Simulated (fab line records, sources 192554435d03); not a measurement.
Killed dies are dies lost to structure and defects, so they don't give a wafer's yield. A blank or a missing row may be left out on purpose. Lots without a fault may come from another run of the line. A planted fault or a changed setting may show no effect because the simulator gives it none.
Chamber matching | flow n5_finfet | N5_BEOL_M3_ALD_84 on ald_metal-03: 4 sister chambers
The step deposits TaN, pulse time 2 s, purge time 3 s, co reactant purge time 2 s. 8 wafers are shown with their chamber, then 8 later ones without.

WAFERS WITH THEIR CHAMBER
wafer  | chamber | heater_power_w (W) | heater_power_outer_w (W)
L076.4 | 2       | 469                | 254
L075.5 | 3       | 464                | 245
L082.5 | 0       | 411                | 236
L082.6 | 1       | 350                | 203
L084.3 | 0       | 403                | 238
L084.5 | 3       | 475                | 252
L084.6 | 2       | 473                | 263
L092.2 | 1       | 350                | 194

WAFERS WITHOUT THEIR CHAMBER
wafer  | heater_power_w (W) | heater_power_outer_w (W)
L092.3 | 479                | 260
L092.4 | 465                | 251
L096.3 | 365                | 195
L096.5 | 401                | 232
L096.6 | 358                | 198
L097.1 | 450                | 257
L097.4 | 479                | 251
L097.5 | 402                | 235

WHICH CHAMBER EACH WENT THROUGH
wafer  | from the rows above     | in truth
L092.3 | can't be placed: 2 or 3 | 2
L092.4 | can't be placed: 3 or 2 | 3
L096.3 | 1                       | 1
L096.5 | 0                       | 0
L096.6 | 1                       | 1
L097.1 | can't be placed: 2 or 3 | 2
L097.4 | can't be placed: 3 or 2 | 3
L097.5 | 0                       | 0
Placed correctly: 4 of 8. Can't be placed from these rows: 4 (the true chamber is among the candidates in 4). Placed wrongly: 0.
How it was worked out, from the rows above alone: a wafer's distance from a chamber is the root of the sum, over the readings, of the square of ((its reading less the chamber's mean) divided by the reading's scatter). The wafer belongs to the nearest chamber; if the next one is less than 2 further off, it can't be placed. A chamber's mean is the mean of its shown wafers. The scatter: the root of (the sum of the squares of (reading less its chamber's mean) over the shown wafers, divided by (wafers less chambers)).
